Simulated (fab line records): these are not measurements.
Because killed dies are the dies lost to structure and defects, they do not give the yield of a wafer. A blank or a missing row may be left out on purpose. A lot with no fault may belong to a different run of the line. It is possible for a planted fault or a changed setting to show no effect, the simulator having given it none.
fab line records    flow nand-harc
[record] lots = 24  wafers = 72  last-day = 25
route steps=1159 shown P_M2@349 A_CHANNEL_HOLE_D1@450 A_CHANNEL_FILL_D1@494 A_STAIRCASE@530
lots untouched by any fault: they come from a run of this same line in which no faults occurred
start-h: hours from the record's opening day to when the first of the lot's shown wafers began    wait-h: hours from the lot's prior step to this one    " identical to the entry in the row above    L1.1+2: several wafers, shown together as one row    - value missing, or start not given    * or withheld: withheld    < > ~ a bound
route shown NAME@n: a module of which the file shows steps, and the number in the route of the first    usual: the fault-free wafers' mean and standard deviation    same: alike in all rows    chamber/n: place in a boat    sites: each site's reading    _std_site: their standard deviation    _edge_site: the outer-site mean with the inner-site mean subtracted    radius-mm: how far each site lies from the wafer's centre    mask NAME#n: copy n    behind: the tool/chamber that last shaped the wafer    hold: reason for holding the lot/hours on hold/outcome of the hold    device: the transistor (n, p or np) that didn't switch    end of line: the same wafers' tests at the end of the route    a step with no rows: only its recipe    killed: the dies lost at the first sort to structure and to defects; this is not the yield of the wafer    map: a wafer's dies, x killed, . not, _ none there
set.NAME: the setting as run; set.NAME@STEP: as run at that earlier step    model.NAME: the simulator's own value behind a step, which no gauge read
one table for each step of the route and one row for each wafer, over a sample of lots
services: the hour from which a tool's chamber was out of use, counted from the record's first day as start-h (under 0 if before that day), plus the number of hours and why
[[steps]]
[step NHARC_P_M2_PRE_CLEAN_32]
[recipe] time-s = 12  temp-c = 370  rf-power-w = 300  gas = NH3
[usual] heater-power-w = 628/64
lot.wafer  tool      chamber  start-h  wait-h  heater-power-w  since-wet-clean-h
L074.3     pecvd-02  2        118.88   0.1     595             133
L074.5     "         2        "        "       593             -
L074.6     "         1        "        "       607             -
L075.2     pecvd-02  2        137.02   0.1     624             151
L075.3     "         0        "        "       614             151
L075.5     "         2        "        "       625             -
L076.2     pecvd-03  0        137.64   0.1     608             5
L076.6     "         1        "        "       681             -
L076.5     "         2        "        "       547             -
L077.2     pecvd-02  0        138.92   0.1     648             153
L077.3     "         2        "        "       579             153
L077.5     "         1        "        "       591             -
L078.2     pecvd-03  0        160.57   0.1     611             28
L078.3     "         1        "        "       630             28
L078.6     "         2        "        "       509             -
L079.1     pecvd-04  2        161.25   0.1     777             134
L079.6     "         2        "        "       776             -
L079.4     "         1        "        "       755             -
L080.2     pecvd-04  2        171.23   0.1     761             144
L080.5     "         2        "        "       736             -
L080.4     "         1        "        "       730             -
L081.1     pecvd-02  2        176.11   0.1     604             9
L081.4     "         0        "        "       596             -
L081.6     "         1        "        "       551             -
L082.3     pecvd-02  2        182.48   0.1     676             16
L082.2     "         0        "        "       623             16
L082.4     "         2        "        "       669             -
L083.1     pecvd-02  0        183.10   0.1     546             16
L083.2     "         2        "        "       674             16
L083.5     "         2        "        "       689             -
L084.2     pecvd-04  2        187.90   0.1     769             161
L084.1     "         0        "        "       672             161
L084.4     "         2        "        "       777             -
L087.3     pecvd-03  1        202.86   0.1     610             70
L087.1     "         2        "        "       537             70
L087.5     "         1        "        "       616             -
L085.3     pecvd-02  0        203.73   0.1     554             37
L085.1     "         1        "        "       570             37
L085.6     "         2        "        "       693             -
L088.1     pecvd-02  0        206.75   0.1     616             40
L088.2     "         2        "        "       687             40
L088.4     "         1        "        "       521             -
L086.3     pecvd-03  2        214.27   0.1     563             82
L086.5     "         1        "        "       671             -
L086.6     "         2        "        "       567             -
L090.1     pecvd-02  0        225.50   0.1     575             59
L090.6     "         2        "        "       651             -
L090.4     "         0        "        "       584             -
L089.2     pecvd-04  2        226.12   0.1     694             17
L089.5     "         2        "        "       715             -
L089.4     "         1        "        "       679             -
L091.3     pecvd-03  2        233.02   0.1     538             101
L091.1     "         0        "        "       621             101
L091.2     "         1        "        "       648             101
L092.3     pecvd-04  1        234.14   0.1     677             25
L092.1     "         2        "        "       699             25
L092.4     "         2        "        "       722             -
L093.1     pecvd-02  2        234.61   0.1     613             68
L093.4     "         1        "        "       582             -
L093.5     "         2        "        "       614             -
L094.2     pecvd-04  0        247.00   0.1     688             38
L094.4     "         2        "        "       684             -
L094.6     "         0        "        "       674             -
L095.2     pecvd-02  1        249.06   0.1     538             82
L095.5     "         0        "        "       603             -
L095.6     "         1        "        "       528             -
L097.1     pecvd-03  0        256.45   0.1     621             124
L097.2     "         1        "        "       670             124
L097.5     "         1        "        "       680             -
L096.1     pecvd-02  2        256.78   0.1     711             90
L096.5     "         1        "        "       553             -
L096.6     "         2        "        "       681             -
[step NHARC_A_CHANNEL_HOLE_D1_DEP_00]
[recipe] target-thk-a = 31000  temp-c = 400  material = aC
[usual] throttle-valve-pct = 35.001/0.0095
lot.wafer  tool        chamber  start-h  wait-h  throttle-valve-pct
L074.3     acl-dep-01  0        159.29   0.7     34.999
L074.5     "           0        "        "       34.996
L074.6     "           0        "        "       34.996
L075.2     acl-dep-02  0        181.91   4.3     34.995
L075.3     "           0        "        "       34.984
L075.5     "           0        "        "       34.983
L077.2     acl-dep-01  0        182.28   4.6     34.997
L077.3     "           0        "        "       35.001
L077.5     "           0        "        "       35.006
L076.2     acl-dep-03  0        182.49   4.8     35.021
L076.5     "           0        "        "       35.003
L076.6     "           0        "        "       35.005
L079.1     acl-dep-02  0        202.30   0.8     34.998
L079.4     "           0        "        "       35.017
L079.6     "           0        "        "       34.991
L078.2     acl-dep-01  0        202.46   1.0     34.997
L078.3     "           0        "        "       35.007
L078.6     "           0        "        "       34.988
L080.2     acl-dep-03  0        214.01   0.4     34.997
L080.4     "           0        "        "       35.002
L080.5     "           0        "        "       35.001
L081.1     acl-dep-02  0        220.88   0.1     34.985
L081.4     "           0        "        "       35.014
L081.6     "           0        "        "       35.002
L083.1     acl-dep-01  0        220.94   0.1     35.002
L083.2     "           0        "        "       34.983
L083.5     "           0        "        "       34.986
L082.2     acl-dep-03  0        222.34   1.3     35.010
L082.3     "           0        "        "       35.003
L082.4     "           0        "        "       35.011
L084.1     acl-dep-02  0        234.24   3.3     35.001
L084.2     "           0        "        "       35.016
L084.4     "           0        "        "       34.998
L087.1     acl-dep-02  0        246.93   1.7     34.998
L087.3     "           0        "        "       35.027
L087.5     "           0        "        "       34.998
L085.1     acl-dep-03  0        247.33   1.8     34.987
L085.3     "           0        "        "       35.011
L085.6     "           0        "        "       34.995
L088.1     acl-dep-01  0        247.72   2.2     34.999
L088.2     "           0        "        "       34.998
L088.4     "           0        "        "       35.004
L086.3     acl-dep-01  0        261.23   0.7     35.007
L086.5     "           0        "        "       35.007
L086.6     "           0        "        "       34.995
L090.1     acl-dep-03  0        266.88   0.1     35.003
L090.4     "           0        "        "       35.002
L090.6     "           0        "        "       35.003
L089.2     acl-dep-02  0        268.88   2.1     35.003
L089.4     "           0        "        "       34.998
L089.5     "           0        "        "       34.989
L093.1     acl-dep-02  0        275.25   0.7     35.009
L093.4     "           0        "        "       34.993
L093.5     "           0        "        "       35.007
L091.1     acl-dep-03  0        276.18   1.6     34.997
L091.2     "           0        "        "       34.994
L091.3     "           0        "        "       34.993
L092.1     acl-dep-01  0        276.35   1.8     34.996
L092.3     "           0        "        "       35.012
L092.4     "           0        "        "       35.024
L095.2     acl-dep-02  0        288.20   0.4     35.011
L095.5     "           0        "        "       34.991
L095.6     "           0        "        "       35.009
L094.2     acl-dep-03  0        288.58   0.6     34.994
L094.4     "           0        "        "       34.988
L094.6     "           0        "        "       35.012
L097.1     acl-dep-02  0        300.98   3.4     35.009
L097.2     "           0        "        "       35.007
L097.5     "           0        "        "       35.005
L096.1     acl-dep-03  0        302.01   4.3     34.997
L096.5     "           0        303.25   5.6     35.016
L096.6     "           0        "        "       35.013
[step NHARC_A_CHANNEL_HOLE_D1_XSEM_31]
[recipe] landing-energy-ev = 35000
[usual] bot-cd-nm = 75.0/1  bow-nm = 8.71/0.26  tilt-deg = 0.07/0.04
lot.wafer  tool     chamber  start-h  wait-h  bot-cd-nm  bow-nm  tilt-deg
L074.3     xsem-01  0        168.30   0.1     75.5       8.98    0.05
L074.5     "        0        "        "       75.4       9.01    0.05
L074.6     "        0        "        "       77.1       8.95    0.05
L075.2     xsem-02  0        191.23   0.1     73.1       8.40    0.00
L075.3     "        0        "        "       74.3       8.48    0.00
L075.5     "        0        "        "       74.5       8.41    0.00
L077.2     xsem-01  0        192.05   0.1     73.9       9.35    0.03
L077.3     "        0        "        "       73.7       9.32    0.04
L077.5     "        0        "        "       74.0       9.27    0.03
L076.2     xsem-02  0        195.41   0.1     76.5       8.61    0.13
L076.5     "        0        "        "       75.4       8.54    0.13
L076.6     "        0        "        "       76.5       8.49    0.13
L078.2     xsem-01  0        211.68   0.1     75.0       8.53    0.05
L078.3     "        0        "        "       72.9       8.45    0.05
L078.6     "        0        "        "       76.0       8.50    0.05
L079.1     xsem-02  0        212.49   0.1     75.4       8.53    0.10
L079.4     "        0        "        "       76.5       8.46    0.10
L079.6     "        0        "        "       73.8       8.53    0.10
L080.2     xsem-01  0        223.39   0.1     75.0       8.52    0.08
L080.4     "        0        "        "       74.5       8.55    0.08
L080.5     "        0        "        "       75.4       8.54    0.08
L083.1     xsem-02  0        230.72   0.1     74.2       9.05    0.15
L083.2     "        0        "        "       73.7       9.00    0.15
L083.5     "        0        "        "       74.7       8.96    0.15
L081.1     xsem-01  0        230.74   0.1     75.4       8.49    0.02
L081.4     "        0        "        "       76.2       8.49    0.02
L081.6     "        0        "        "       74.7       8.48    0.02
L082.2     xsem-02  0        234.86   0.1     74.7       9.04    0.08
L082.3     "        0        "        "       76.1       8.86    0.08
L082.4     "        0        "        "       75.4       8.89    0.08
L084.1     xsem-01  0        243.89   0.1     76.3       8.83    0.05
L084.2     "        0        "        "       74.4       8.77    0.05
L084.4     "        0        "        "       75.2       8.77    0.05
L087.1     xsem-02  0        256.60   0.1     74.8       8.56    0.09
L087.3     "        0        "        "       75.6       8.58    0.09
L087.5     "        0        "        "       74.7       8.57    0.09
L085.1     xsem-01  0        257.11   0.1     75.3       8.75    0.04
L085.3     "        0        "        "       75.5       8.66    0.04
L085.6     "        0        "        "       75.0       8.70    0.04
L088.1     xsem-02  0        260.76   0.1     75.6       8.67    0.04
L088.2     "        0        "        "       75.8       8.65    0.04
L088.4     "        0        "        "       77.3       8.61    0.04
L086.3     xsem-01  0        271.11   0.1     74.5       8.58    0.15
L086.5     "        0        "        "       74.4       8.62    0.16
L086.6     "        0        "        "       74.8       8.46    0.15
L090.1     xsem-02  0        276.34   0.1     74.9       8.92    0.10
L090.4     "        0        "        "       74.7       8.90    0.10
L090.6     "        0        "        "       75.3       8.84    0.10
L089.2     xsem-01  0        278.21   0.1     74.9       9.18    0.06
L089.4     "        0        "        "       73.1       9.23    0.06
L089.5     "        0        "        "       73.4       9.22    0.06
L093.1     xsem-02  0        284.71   0.1     74.2       8.87    0.07
L093.4     "        0        "        "       75.1       8.85    0.07
L093.5     "        0        "        "       73.2       8.78    0.07
L091.1     xsem-01  0        285.70   0.1     73.6       8.40    0.15
L091.2     "        0        "        "       73.8       8.46    0.15
L091.3     "        0        "        "       74.0       8.40    0.15
L092.1     xsem-02  0        288.87   0.1     74.2       8.68    0.05
L092.3     "        0        "        "       74.5       8.76    0.05
L092.4     "        0        "        "       75.5       8.56    0.05
L095.2     xsem-01  0        297.58   0.1     74.4       9.05    0.09
L095.5     "        0        "        "       74.2       9.04    0.09
L095.6     "        0        "        "       75.3       9.06    0.09
L094.2     xsem-02  0        297.86   0.1     75.8       8.52    0.03
L094.4     "        0        "        "       75.8       8.43    0.03
L094.6     "        0        "        "       76.6       8.48    0.03
L097.1     xsem-01  0        310.55   0.1     76.2       8.28    0.08
L097.2     "        0        "        "       75.2       8.29    0.08
L097.5     "        0        "        "       74.8       8.33    0.08
L096.1     xsem-01  0        314.69   0.1     77.9       8.79    0.06
L096.5     "        0        "        "       76.3       8.70    0.06
L096.6     "        0        "        "       74.7       8.66    0.06
[step NHARC_A_CHANNEL_FILL_D1_ALD_14]
[recipe] target-thk-a = 25  pulse-time-s = 10  ald-cycles = 25  temp-c = 300  material = SiO2
[usual] heater-power-w = 453/48  precursor-pulse-height-rel = 0.999/0.019
lot.wafer  tool       chamber  start-h  wait-h  heater-power-w  precursor-pulse-height-rel  since-wet-clean-h
L074.3     ald-hk-04  0        175.88   0.3     453             1.008                       150
L074.5     "          0        "        "       457             0.968                       -
L074.6     "          1        "        "       449             0.991                       -
L075.2     ald-hk-01  0        198.59   0.1     492             0.984                       137
L075.3     "          1        "        "       482             0.998                       137
L075.5     "          0        "        "       507             0.987                       -
L077.3     ald-hk-01  0        198.81   0.3     492             0.963                       137
L077.2     "          2        "        "       538             1.040                       138
L077.5     "          3        "        "       446             0.999                       -
L076.2     ald-hk-01  1        204.96   2.3     486             1.011                       144
L076.5     "          3        "        "       439             0.985                       -
L076.6     "          0        "        "       498             0.993                       -
L078.3     ald-hk-01  2        219.03   0.0     523             1.006                       158
L078.2     "          1        "        "       473             1.004                       158
L078.6     "          2        "        "       549             1.005                       -
L079.4     ald-hk-01  3        219.33   0.3     441             0.992                       158
L079.1     "          0        "        "       495             0.956                       158
L079.6     "          2        "        "       543             0.986                       -
L080.4     ald-hk-04  3        232.52   1.8     446             0.968                       26
L080.2     "          1        "        "       446             1.001                       27
L080.5     "          3        "        "       460             1.002                       -
L081.4     ald-hk-03  1        239.55   0.1     437             1.009                       83
L081.1     "          3        "        "       453             1.005                       83
L081.6     "          0        "        "       320             1.014                       -
L082.2     ald-hk-04  0        239.56   0.1     468             1.000                       33
L082.3     "          1        "        "       458             0.977                       34
L082.4     "          2        "        "       445             1.025                       34
L083.1     ald-hk-03  2        239.81   0.3     486             1.016                       83
L083.2     "          3        "        "       446             1.023                       83
L083.5     "          1        "        "       439             1.031                       -
L084.4     ald-hk-04  1        251.97   0.8     447             1.001                       46
L084.2     "          2        "        "       440             1.029                       46
L084.1     "          3        "        "       443             0.985                       46
L087.3     ald-hk-03  2        265.02   1.2     503             1.001                       108
L087.1     "          1        "        "       447             0.973                       108
L087.5     "          3        "        "       457             1.018                       -
L085.1     ald-hk-04  2        265.02   1.2     444             0.986                       59
L085.3     "          3        "        "       440             1.003                       59
L085.6     "          1        "        "       442             1.007                       -
L088.2     ald-hk-04  2        271.64   3.6     445             1.017                       66
L088.4     "          3        "        "       441             1.005                       66
L088.1     "          0        "        "       457             1.030                       66
L086.3     ald-hk-04  0        278.91   0.0     455             1.006                       73
L086.5     "          0        "        "       453             0.996                       -
L086.6     "          1        "        "       456             1.006                       -
L090.4     ald-hk-03  0        283.79   0.1     332             0.992                       127
L090.1     "          2        "        "       489             1.017                       127
L090.6     "          3        "        "       463             1.013                       -
L089.4     ald-hk-04  2        284.19   0.5     440             0.975                       78
L089.2     "          3        "        "       440             0.954                       78
L089.5     "          0        "        "       464             0.979                       -
L093.4     ald-hk-03  0        292.44   0.0     326             1.025                       136
L093.1     "          3        "        "       462             1.003                       136
L093.5     "          0        "        "       330             0.987                       -
L091.1     ald-hk-04  3        292.48   0.1     449             0.986                       86
L091.2     "          0        "        "       455             0.980                       86
L091.3     "          1        "        "       451             0.999                       86
L092.3     ald-hk-03  0        299.20   2.7     329             0.983                       142
L092.1     "          2        "        "       491             1.017                       143
L092.4     "          3        "        "       455             1.031                       143
L095.2     ald-hk-03  0        306.88   0.2     325             0.980                       150
L095.6     "          1        "        "       444             0.993                       -
L095.5     "          2        "        "       502             0.976                       -
L094.4     ald-hk-01  0        306.92   0.2     492             0.994                       68
L094.2     "          1        "        "       485             0.980                       68
L094.6     "          3        "        "       426             0.983                       -
L097.2     ald-hk-04  1        317.87   0.1     447             1.020                       112
L097.1     "          0        "        "       462             1.003                       112
L097.5     "          1        "        "       459             1.009                       -
L096.1     ald-hk-01  1        322.07   0.2     480             1.020                       83
L096.5     "          2        "        "       550             1.009                       -
L096.6     "          3        "        "       438             0.986                       -
[step NHARC_A_CHANNEL_FILL_D1_INSPECT_13]
[usual] raw-defect-count = 302/130
lot.wafer  tool               chamber  start-h  wait-h  raw-defect-count
L074.3     defect-inspect-02  -        217.49   0.1     336
L074.5     "                  -        "        "       283
L074.6     "                  -        "        "       322
L077.2     defect-inspect-01  -        240.78   0.1     204
L077.3     "                  -        "        "       246
L077.5     "                  -        "        "       252
L075.2     defect-inspect-02  -        240.78   0.1     282
L075.3     "                  -        "        "       366
L075.5     "                  -        "        "       264
L076.2     defect-inspect-02  -        245.55   0.1     450
L076.5     "                  -        "        "       337
L076.6     "                  -        "        "       544
L079.1     defect-inspect-02  -        260.24   0.2     216
L079.4     "                  -        "        "       255
L079.6     "                  -        "        "       153
L078.2     defect-inspect-01  -        260.24   0.1     178
L078.3     "                  -        "        "       174
L078.6     "                  -        "        "       258
L080.2     defect-inspect-02  -        273.80   0.1     192
L080.4     "                  -        "        "       288
L080.5     "                  -        "        "       513
L083.1     defect-inspect-02  -        279.99   0.2     562
L083.2     "                  -        "        "       774
L083.5     "                  -        "        "       809
L082.2     defect-inspect-01  -        279.99   0.1     320
L082.3     "                  -        "        "       258
L082.4     "                  -        "        "       192
L081.1     defect-inspect-01  -        280.16   0.2     316
L081.4     "                  -        "        "       154
L081.6     "                  -        "        "       294
L084.1     defect-inspect-01  -        296.92   0.2     257
L084.2     "                  -        "        "       475
L084.4     "                  -        "        "       214
L085.1     defect-inspect-01  -        308.00   0.2     302
L085.3     "                  -        "        "       347
L085.6     "                  -        "        "       707
L087.1     defect-inspect-01  -        312.01   0.2     187
L087.3     "                  -        "        "       172
L087.5     "                  -        "        "       327
L088.1     defect-inspect-01  -        312.17   0.2     460
L088.2     "                  -        "        "       354
L088.4     "                  -        "        "       460
L086.3     defect-inspect-01  -        320.21   0.1     297
L086.5     "                  -        "        "       259
L086.6     "                  -        "        "       210
L089.2     defect-inspect-01  -        325.48   0.1     271
L089.4     "                  -        "        "       302
L089.5     "                  -        "        "       423
L090.1     defect-inspect-01  -        325.65   0.2     317
L090.4     "                  -        "        "       233
L090.6     "                  -        "        "       287
L093.1     defect-inspect-02  -        334.72   0.2     213
L093.4     "                  -        "        "       194
L093.5     "                  -        "        "       162
L091.1     defect-inspect-01  -        334.78   0.2     254
L091.2     "                  -        "        "       284
L091.3     "                  -        "        "       184
L092.1     defect-inspect-01  -        340.25   0.2     262
L092.3     "                  -        "        "       300
L092.4     "                  -        "        "       312
L094.2     defect-inspect-01  -        347.46   0.1     242
L094.4     "                  -        "        "       333
L094.6     "                  -        "        "       380
L095.2     defect-inspect-01  -        349.88   0.1     326
L095.5     "                  -        "        "       426
L095.6     "                  -        "        "       255
L097.1     defect-inspect-01  -        360.45   0.2     160
L097.2     "                  -        "        "       154
L097.5     "                  -        "        "       151
L096.1     defect-inspect-01  -        365.49   0.2     267
L096.5     "                  -        "        "       254
L096.6     "                  -        "        "       243
[step NHARC_A_STAIRCASE_DESCUM_168]
[recipe] time-s = 3  o2-flow-sccm = 200  ar-flow-sccm = 0  bias-power-w = 0  chemistry = O2
[usual] drypump-motor-current-A = 5.5/0.39  oes-product-au = 1.004/0.0065  rf-vpp-V = 57.8/0.93  showerhead-plenum-p-Torr = 1.91/0.098  throttle-valve-pct = 11.312/0.0094
lot.wafer  tool         chamber  start-h  wait-h  drypump-motor-current-A  oes-product-au  rf-hours-counter-h  rf-vpp-V  showerhead-plenum-p-Torr  throttle-valve-pct
L074.3     rie-diel-10  2        218.63   -       6.1                      1.012           12                  59.9      2.02                      11.315
L074.5     "            2        "        "       6.1                      1.018           -                   58.2      2.02                      11.297
L074.6     "            3        "        "       5.3                      1.003           -                   57.2      2.00                      11.300
L077.2     rie-diel-05  0        242.00   -       6.1                      0.998           25                  58.2      1.77                      11.307
L077.3     "            1        "        "       6.1                      0.994           24                  58.1      1.91                      11.310
L077.5     "            3        "        "       5.0                      1.015           -                   57.2      1.88                      11.315
L075.3     rie-diel-05  0        242.15   -       6.1                      0.994           25                  58.1      1.77                      11.311
L075.2     "            2        "        "       5.3                      0.998           23                  57.4      1.93                      11.324
L075.5     "            3        "        "       5.0                      1.006           -                   57.8      1.88                      11.301
L076.2     rie-diel-10  3        246.47   -       5.3                      0.991           23                  58.4      1.99                      11.299
L076.6     "            3        "        "       5.3                      1.002           -                   57.3      1.99                      11.317
L076.5     "            0        "        "       5.2                      1.006           -                   57.8      1.81                      11.318
L078.2     rie-diel-05  0        261.29   -       6.0                      0.996           33                  56.9      1.77                      11.328
L078.3     "            2        "        "       5.3                      1.001           30                  58.4      1.93                      11.313
L078.6     "            0        "        "       6.0                      0.997           -                   56.8      1.77                      11.316
L079.4     rie-diel-01  2        261.46   -       5.4                      0.993           51                  56.8      1.81                      11.299
L079.1     "            3        "        "       5.0                      0.988           51                  58.1      1.78                      11.308
L079.6     "            2        "        "       5.4                      0.996           -                   56.9      1.81                      11.308
L080.4     rie-diel-05  3        274.76   -       5.0                      1.005           31                  58.7      1.87                      11.309
L080.2     "            1        "        "       6.0                      0.997           33                  59.7      1.90                      11.329
L080.5     "            3        "        "       5.0                      1.022           -                   55.5      1.87                      11.317
L082.4     rie-diel-10  2        281.16   -       6.1                      1.005           31                  58.6      2.02                      11.305
L082.3     "            3        "        "       5.3                      1.004           33                  57.6      1.99                      11.338
L082.2     "            0        "        "       5.2                      1.011           33                  57.2      1.81                      11.309
L083.2     rie-diel-10  0        281.45   -       5.2                      1.002           33                  57.6      1.81                      11.313
L083.1     "            1        "        "       5.4                      0.997           31                  59.2      2.07                      11.297
L083.5     "            1        "        "       5.4                      0.998           -                   59.2      2.07                      11.323
L081.4     rie-diel-10  0        281.59   -       5.2                      1.002           33                  57.4      1.81                      11.302
L081.1     "            3        "        "       5.3                      1.011           33                  59.1      1.99                      11.303
L081.6     "            0        "        "       5.2                      1.012           -                   58.6      1.81                      11.310
L084.1     rie-diel-05  0        297.85   -       6.1                      1.001           48                  55.9      1.76                      11.323
L084.2     "            2        "        "       5.3                      0.999           43                  58.1      1.93                      11.289
L084.4     "            0        "        "       6.1                      1.007           -                   57.0      1.76                      11.316
L085.1     rie-diel-05  3        309.08   -       5.0                      0.999           39                  57.0      1.87                      11.319
L085.3     "            2        "        "       5.3                      1.000           47                  59.2      1.93                      11.315
L085.6     "            3        "        "       5.0                      1.010           -                   57.5      1.87                      11.323
L087.1     rie-diel-05  2        313.11   -       5.3                      1.010           48                  58.1      1.93                      11.311
L087.3     "            3        "        "       5.0                      0.998           41                  56.5      1.87                      11.304
L087.5     "            1        "        "       6.0                      0.993           -                   57.4      1.90                      11.309
L088.2     rie-diel-05  2        313.28   -       5.3                      1.008           48                  56.9      1.93                      11.316
L088.4     "            0        "        "       6.1                      1.004           53                  56.7      1.76                      11.317
L088.1     "            1        "        "       6.0                      1.007           50                  56.8      1.90                      11.314
L086.3     rie-diel-10  2        321.29   -       6.1                      0.993           49                  56.9      2.01                      11.310
L086.5     "            3        "        "       5.3                      1.000           -                   59.1      1.98                      11.310
L086.6     "            0        "        "       5.2                      1.005           -                   58.5      1.80                      11.309
L089.2     rie-diel-01  0        326.54   -       5.6                      1.010           1                   57.3      1.83                      11.316
L089.4     "            1        "        "       6.0                      1.015           1                   57.8      1.99                      11.313
L089.5     "            1        "        "       6.0                      1.012           -                   57.7      1.99                      11.319
L090.4     rie-diel-05  3        326.72   -       5.0                      0.996           46                  57.4      1.87                      11.312
L090.1     "            0        "        "       6.0                      1.000           58                  56.9      1.76                      11.313
L090.6     "            2        "        "       5.3                      1.007           -                   58.3      1.92                      11.322
L093.1     rie-diel-10  0        335.71   -       5.2                      1.005           55                  56.2      1.80                      11.312
L093.4     "            3        "        "       5.3                      1.000           55                  57.4      1.98                      11.317
L093.5     "            1        "        "       5.4                      1.002           -                   57.9      2.06                      11.307
L091.1     rie-diel-01  0        335.89   -       5.6                      0.994           7                   57.5      1.83                      11.306
L091.3     "            1        "        "       6.0                      1.001           6                   58.4      1.99                      11.314
L091.2     "            3        "        "       5.0                      1.005           7                   56.9      2.07                      11.310
L092.1     rie-diel-10  2        341.20   -       6.1                      0.998           56                  59.9      2.01                      11.316
L092.4     "            3        "        "       5.3                      1.003           57                  59.5      1.98                      11.328
L092.3     "            0        "        "       5.2                      0.998           57                  57.6      1.80                      11.304
L094.4     rie-diel-01  2        348.82   -       5.4                      0.994           10                  57.4      1.80                      11.308
L094.2     "            0        "        "       5.6                      1.001           11                  58.5      1.83                      11.326
L094.6     "            3        "        "       5.0                      1.000           -                   58.3      2.07                      11.311
L095.2     rie-diel-05  2        350.94   -       5.3                      1.010           0                   58.1      1.92                      11.311
L095.6     "            2        "        "       5.3                      1.002           -                   58.2      1.92                      11.300
L095.5     "            3        "        "       5.0                      0.996           -                   57.7      1.87                      11.314
L097.2     rie-diel-01  0        361.70   -       5.6                      1.016           19                  57.3      1.83                      11.306
L097.1     "            1        "        "       6.0                      0.999           17                  57.3      1.98                      11.328
L097.5     "            2        "        "       5.4                      1.016           -                   54.9      1.80                      11.305
L096.1     rie-diel-01  3        366.57   -       5.0                      1.012           22                  57.2      2.07                      11.304
L096.6     "            0        "        "       5.6                      1.009           -                   57.4      1.83                      11.329
L096.5     "            1        "        "       6.0                      1.002           -                   58.1      1.98                      11.301
[[services]]
tool         chamber  start-h  hours  kind
ald-hk-01    -        102.31   1.9    repair
acl-dep-01   -        112.72   13.0   pm
ald-hk-03    -        146.79   10.0   pm
pecvd-02     2        150.86   4.2    repair
pecvd-02     -        153.97   13.0   pm
rie-diel-05  3        154.31   6.0    repair
acl-dep-01   -        161.05   3.2    repair
rie-diel-05  -        163.73   9.0    pm
acl-dep-02   -        168.60   13.0   pm
rie-diel-10  -        176.50   9.0    pm
ald-hk-04    -        196.13   10.0   pm
rie-diel-05  3        211.75   6.3    repair
acl-dep-03   -        225.91   13.0   pm
ald-hk-01    -        229.38   10.0   pm
rie-diel-05  3        238.27   3.0    repair
acl-dep-02   -        251.58   0.7    repair
pecvd-02     -        283.94   0.8    repair
acl-dep-01   -        293.72   13.0   pm
xsem-02      -        302.00   14.0   pm
pecvd-02     -        334.97   13.0   pm
rie-diel-05  -        340.75   9.0    pm
acl-dep-02   -        349.60   13.0   pm
rie-diel-10  -        353.50   9.0    pm
pecvd-02     0        354.86   18.9   repair
[[key]]
fault none
